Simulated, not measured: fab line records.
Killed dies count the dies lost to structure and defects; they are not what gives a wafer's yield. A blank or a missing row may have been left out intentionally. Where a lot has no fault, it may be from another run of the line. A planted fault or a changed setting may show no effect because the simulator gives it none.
What tool caused it? || flow nand_harc || 14 lots with 40 wafers sampled at 6 steps, on a route of 1159 steps

WHAT THE GAUGES SHOWED, per wafer
NHARC_A_ZERO_WELL_CD_MEAS_10: target cd 2000 nm.
{"lot": "L480", "measured": "day 6 12:33", "on": "cd_sem-03", "cd_nm (nm)": "1997.0 2000.2 1998.7"}
{"lot": "L481", "measured": "day 6 20:50", "on": "cd_sem-02", "cd_nm (nm)": "1998.6 1999.8 1997.4"}
{"lot": "L482", "measured": "day 7 00:57", "on": "cd_sem-01", "cd_nm (nm)": "1997.9 1999.2 1999.3"}
{"lot": "L484", "measured": "day 7 15:10", "on": "cd_sem-01", "cd_nm (nm)": "1996.9 2000.7 2001.2"}
{"lot": "L485", "measured": "day 7 23:08", "on": "cd_sem-02", "cd_nm (nm)": "1997.3 1997.9 1997.8"}
{"lot": "L489", "measured": "day 8 23:23", "on": "cd_sem-02", "cd_nm (nm)": "2000.4 2005.2"}
{"lot": "L491", "measured": "day 9 13:09", "on": "cd_sem-03", "cd_nm (nm)": "2003.1 1997.5 1998.4"}
{"lot": "L493", "measured": "day 9 14:25", "on": "cd_sem-01", "cd_nm (nm)": "2000.2 1997.4 1997.2"}
{"lot": "L494", "measured": "day 9 23:44", "on": "cd_sem-03", "cd_nm (nm)": "2003.5 1999.2"}
{"lot": "L495", "measured": "day 10 14:01", "on": "cd_sem-03", "cd_nm (nm)": "1997.8 1998.7 2000.1"}
{"lot": "L496", "measured": "day 10 16:19", "on": "cd_sem-01", "cd_nm (nm)": "2002.0 1999.1 2001.7"}
{"lot": "L498", "measured": "day 11 02:35", "on": "cd_sem-02", "cd_nm (nm)": "1999.5 1998.2 2005.3"}
{"lot": "L500", "measured": "day 11 12:20", "on": "cd_sem-02", "cd_nm (nm)": "1997.3 1996.9 1997.7"}
{"lot": "L503", "measured": "day 12 00:08", "on": "cd_sem-01", "cd_nm (nm)": "1998.8 1997.2 2004.7"}

NHARC_A_ONON_D1_THK_MEAS_21: measures by ellipsometry.
{"lot": "L480", "measured": "day 8 00:39", "on": "film_metro-02", "thk_nm (nm)": "999 996 999"}
{"lot": "L481", "measured": "day 8 05:44", "on": "film_metro-02", "thk_nm (nm)": "984 984 985"}
{"lot": "L482", "measured": "day 8 09:43", "on": "film_metro-01", "thk_nm (nm)": "978 978 980"}
{"lot": "L484", "measured": "day 9 00:19", "on": "film_metro-01", "thk_nm (nm)": "992 993 992"}
{"lot": "L485", "measured": "day 9 12:10", "on": "film_metro-01", "thk_nm (nm)": "992 992 990"}
{"lot": "L489", "measured": "day 10 08:06", "on": "film_metro-01", "thk_nm (nm)": "683 996"}
{"lot": "L491", "measured": "day 11 02:37", "on": "film_metro-01", "thk_nm (nm)": "686 996 687"}
{"lot": "L493", "measured": "day 11 02:29", "on": "film_metro-02", "thk_nm (nm)": "987 987 985"}
{"lot": "L494", "measured": "day 11 13:38", "on": "film_metro-02", "thk_nm (nm)": "683 991"}
{"lot": "L495", "measured": "day 11 22:45", "on": "film_metro-02", "thk_nm (nm)": "1006 1005 1007"}
{"lot": "L496", "measured": "day 11 22:44", "on": "film_metro-02", "thk_nm (nm)": "1009 1008 1007"}
{"lot": "L498", "measured": "day 12 11:09", "on": "film_metro-02", "thk_nm (nm)": "1010 1010 1009"}
{"lot": "L500", "measured": "day 12 21:26", "on": "film_metro-02", "thk_nm (nm)": "997 996 998"}
{"lot": "L503", "measured": "day 13 07:43", "on": "film_metro-01", "thk_nm (nm)": "1012 1012 1011"}

NHARC_END_SORT_01.
{"lot": "L489", "measured": "day 21 21:12", "on": "prober-02", "killed_at_array": "676 22", "killed_at_other": "1 1", "killed_at_periphery": "0 2", "killed_dies": "677 25", "killed_open": "0 2", "killed_short": "1 0"}
{"lot": "L491", "measured": "day 22 05:38", "on": "prober-02", "killed_at_array": "668 29 673", "killed_at_other": "2 0 0", "killed_at_periphery": "7 3 4", "killed_dies": "677 32 677", "killed_open": "2 2 5", "killed_short": "3 2 0"}
{"lot": "L494", "measured": "day 22 13:32", "on": "prober-02", "killed_at_array": "676 32", "killed_at_other": "0 0", "killed_at_periphery": "1 2", "killed_dies": "677 34", "killed_open": "1 2", "killed_short": "1 3"}

WHAT TOOL EACH LOT RAN ON (gives the tool, then ch and the chambers of the sampled wafers, and finally the start)
{"lot": "L480", "NHARC_P_BONDPAD_DEGAS_25": "pvd_sputter-02, day 6 09:44", "NHARC_A_ONON_D1_DEP_19": "pecvd_onon-04 ch 0, day 8 00:09", "NHARC_A_ONON_D1_DEP_33": "pecvd-03 ch 1, day 8 02:26"}
{"lot": "L481", "NHARC_P_BONDPAD_DEGAS_25": "pvd_sputter-02, day 6 18:00", "NHARC_A_ONON_D1_DEP_19": "pecvd_onon-01 ch 0, day 8 05:17", "NHARC_A_ONON_D1_DEP_33": "pecvd-01 ch 0,1, day 8 07:33"}
{"lot": "L482", "NHARC_P_BONDPAD_DEGAS_25": "pvd_sputter-03, day 6 22:02", "NHARC_A_ONON_D1_DEP_19": "pecvd_onon-01 ch 0, day 8 09:11", "NHARC_A_ONON_D1_DEP_33": "pecvd-03 ch 1,2, day 8 11:29"}
{"lot": "L484", "NHARC_P_BONDPAD_DEGAS_25": "pvd_sputter-02, day 7 12:15", "NHARC_A_ONON_D1_DEP_19": "pecvd_onon-01 ch 0, day 8 23:55", "NHARC_A_ONON_D1_DEP_33": "pecvd-03 ch 0,2, day 9 02:05"}
{"lot": "L485", "NHARC_P_BONDPAD_DEGAS_25": "pvd_sputter-03, day 7 20:14", "NHARC_A_ONON_D1_DEP_19": "pecvd_onon-02 ch 0, day 9 11:38", "NHARC_A_ONON_D1_DEP_33": "pecvd-01 ch 0,1, day 9 14:11"}
{"lot": "L489", "NHARC_P_BONDPAD_DEGAS_25": "pvd_sputter-03, day 8 20:26", "NHARC_A_ONON_D1_DEP_19": "pecvd_onon-01 ch 0, day 10 07:43", "NHARC_A_ONON_D1_DEP_33": "pecvd-01 ch 0,2, day 10 10:02"}
{"lot": "L491", "NHARC_P_BONDPAD_DEGAS_25": "pvd_sputter-03, day 9 10:20", "NHARC_A_ONON_D1_DEP_19": "pecvd_onon-01 ch 0, day 11 02:07", "NHARC_A_ONON_D1_DEP_33": "pecvd-03 ch 0,1,2, day 11 05:16"}
{"lot": "L493", "NHARC_P_BONDPAD_DEGAS_25": "pvd_sputter-02, day 9 11:33", "NHARC_A_ONON_D1_DEP_19": "pecvd_onon-02 ch 0, day 11 01:58", "NHARC_A_ONON_D1_DEP_33": "pecvd-03 ch 0,1,2, day 11 05:00"}
{"lot": "L494", "NHARC_P_BONDPAD_DEGAS_25": "pvd_sputter-01, day 9 20:47", "NHARC_A_ONON_D1_DEP_19": "pecvd_onon-01 ch 0, day 11 13:06", "NHARC_A_ONON_D1_DEP_33": "pecvd-01 ch 0, day 11 15:29"}
{"lot": "L495", "NHARC_P_BONDPAD_DEGAS_25": "pvd_sputter-01, day 10 11:02", "NHARC_A_ONON_D1_DEP_19": "pecvd_onon-02 ch 0, day 11 22:18", "NHARC_A_ONON_D1_DEP_33": "pecvd-01 ch 0,1,2, day 12 00:31"}
{"lot": "L496", "NHARC_P_BONDPAD_DEGAS_25": "pvd_sputter-01, day 10 13:24", "NHARC_A_ONON_D1_DEP_19": "pecvd_onon-04 ch 0, day 11 22:14", "NHARC_A_ONON_D1_DEP_33": "pecvd-03 ch 0,2, day 12 00:32"}
{"lot": "L498", "NHARC_P_BONDPAD_DEGAS_25": "pvd_sputter-02, day 10 23:40", "NHARC_A_ONON_D1_DEP_19": "pecvd_onon-02 ch 0, day 12 10:45", "NHARC_A_ONON_D1_DEP_33": "pecvd-01 ch 0,2, day 12 12:59"}
{"lot": "L500", "NHARC_P_BONDPAD_DEGAS_25": "pvd_sputter-02, day 11 09:32", "NHARC_A_ONON_D1_DEP_19": "pecvd_onon-04 ch 0, day 12 20:55", "NHARC_A_ONON_D1_DEP_33": "pecvd-01 ch 0,2, day 12 23:16"}
{"lot": "L503", "NHARC_P_BONDPAD_DEGAS_25": "pvd_sputter-01, day 11 21:06", "NHARC_A_ONON_D1_DEP_19": "pecvd_onon-04 ch 0, day 13 07:16", "NHARC_A_ONON_D1_DEP_33": "pecvd-01 ch 0,2, day 13 09:49"}
- NHARC_P_BONDPAD_DEGAS_25: time 60 s.
- NHARC_A_ONON_D1_DEP_19: target thk 1000 nm.
- NHARC_A_ONON_D1_DEP_33: deposits SiO2, target thk 200 nm.

WHAT THE TOOLS THEMSELVES READ (means of the sampled wafers that have a number; where no wafer has one, the mark that the record gives instead)
NHARC_P_BONDPAD_DEGAS_25.
{"lot": "L480", "tool": "pvd_sputter-02", "heater_power_w (W)": 433}
{"lot": "L481", "tool": "pvd_sputter-02", "heater_power_w (W)": 459}
{"lot": "L482", "tool": "pvd_sputter-03", "heater_power_w (W)": 455}
{"lot": "L484", "tool": "pvd_sputter-02", "heater_power_w (W)": 484}
{"lot": "L485", "tool": "pvd_sputter-03", "heater_power_w (W)": 430}
{"lot": "L489", "tool": "pvd_sputter-03", "heater_power_w (W)": 452}
{"lot": "L491", "tool": "pvd_sputter-03", "heater_power_w (W)": 479}
{"lot": "L493", "tool": "pvd_sputter-02", "heater_power_w (W)": 450}
{"lot": "L494", "tool": "pvd_sputter-01", "heater_power_w (W)": 502}
{"lot": "L495", "tool": "pvd_sputter-01", "heater_power_w (W)": 469}
{"lot": "L496", "tool": "pvd_sputter-01", "heater_power_w (W)": 506}
{"lot": "L498", "tool": "pvd_sputter-02", "heater_power_w (W)": 452}
{"lot": "L500", "tool": "pvd_sputter-02", "heater_power_w (W)": 479}
{"lot": "L503", "tool": "pvd_sputter-01", "heater_power_w (W)": 473}

NHARC_A_ONON_D1_DEP_33.
{"lot": "L480", "tool": "pecvd-03", "heater_power_w (W)": 607, "throttle_valve_pct (%)": 15.9}
{"lot": "L481", "tool": "pecvd-01", "heater_power_w (W)": 464, "throttle_valve_pct (%)": 16.1}
{"lot": "L482", "tool": "pecvd-03", "heater_power_w (W)": 597, "throttle_valve_pct (%)": 15.7}
{"lot": "L484", "tool": "pecvd-03", "heater_power_w (W)": 603, "throttle_valve_pct (%)": 15.6}
{"lot": "L485", "tool": "pecvd-01", "heater_power_w (W)": 495, "throttle_valve_pct (%)": 16.2}
{"lot": "L489", "tool": "pecvd-01", "heater_power_w (W)": 530, "throttle_valve_pct (%)": 16.1}
{"lot": "L491", "tool": "pecvd-03", "heater_power_w (W)": 589, "throttle_valve_pct (%)": 15.7}
{"lot": "L493", "tool": "pecvd-03", "heater_power_w (W)": 589, "throttle_valve_pct (%)": 15.8}
{"lot": "L494", "tool": "pecvd-01", "heater_power_w (W)": 536, "throttle_valve_pct (%)": 16.1}
{"lot": "L495", "tool": "pecvd-01", "heater_power_w (W)": 554, "throttle_valve_pct (%)": 16.2}
{"lot": "L496", "tool": "pecvd-03", "heater_power_w (W)": 635, "throttle_valve_pct (%)": 15.6}
{"lot": "L498", "tool": "pecvd-01", "heater_power_w (W)": 552, "throttle_valve_pct (%)": 16.1}
{"lot": "L500", "tool": "pecvd-01", "heater_power_w (W)": 579, "throttle_valve_pct (%)": 16.4}
{"lot": "L503", "tool": "pecvd-01", "heater_power_w (W)": 530, "throttle_valve_pct (%)": 16.4}

THE ANSWER, worked out from the rows above alone
Rule: what is usual is taken from the lots themselves. The widest of any qualifying gaps counts: lots, ordered by their means at a reading, are off when they make up no more than a third of the lots, leave a main group of 4 or more, and stand apart from it by 3 or more times the standard deviation of that group's means. The tables above print the reading to a certain number of digits; a main group whose means all agree to those digits is not used. Also off: a lot with no number at a reading for which 4 or more lots have one. Where the step has rows for the other lots, those lots are counted as sound. After the gauges, taken in route order, come the tools' own readings; for these a lot's mean is taken, as printed above. The first step at which some lot is off is used, and at that step the reading that is off furthest; a lot without a number counts as furthest.
Off: L489, L491, L494 (NHARC_A_ONON_D1_THK_MEAS_21, thk_nm). Mean 997 nm and standard deviation 11 in the main group.
If a tool, at a process step before that reading, ran all the lots that are off and no sound lot after the first of them, it fits. The gauges at NHARC_A_ONON_D1_THK_MEAS_21 are tried like those tools. One fits: pecvd_onon-01 at NHARC_A_ONON_D1_DEP_19. Its last sound lot is L484 (day 8 23:55), its first lot that is off L489 (day 10 07:43): a fault that began between those two fits.

WHAT THE SIMULATOR PUT IN
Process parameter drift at NHARC_A_ONON_D1_DEP_19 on pecvd_onon-01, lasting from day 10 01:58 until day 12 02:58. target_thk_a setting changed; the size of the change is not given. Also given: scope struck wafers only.
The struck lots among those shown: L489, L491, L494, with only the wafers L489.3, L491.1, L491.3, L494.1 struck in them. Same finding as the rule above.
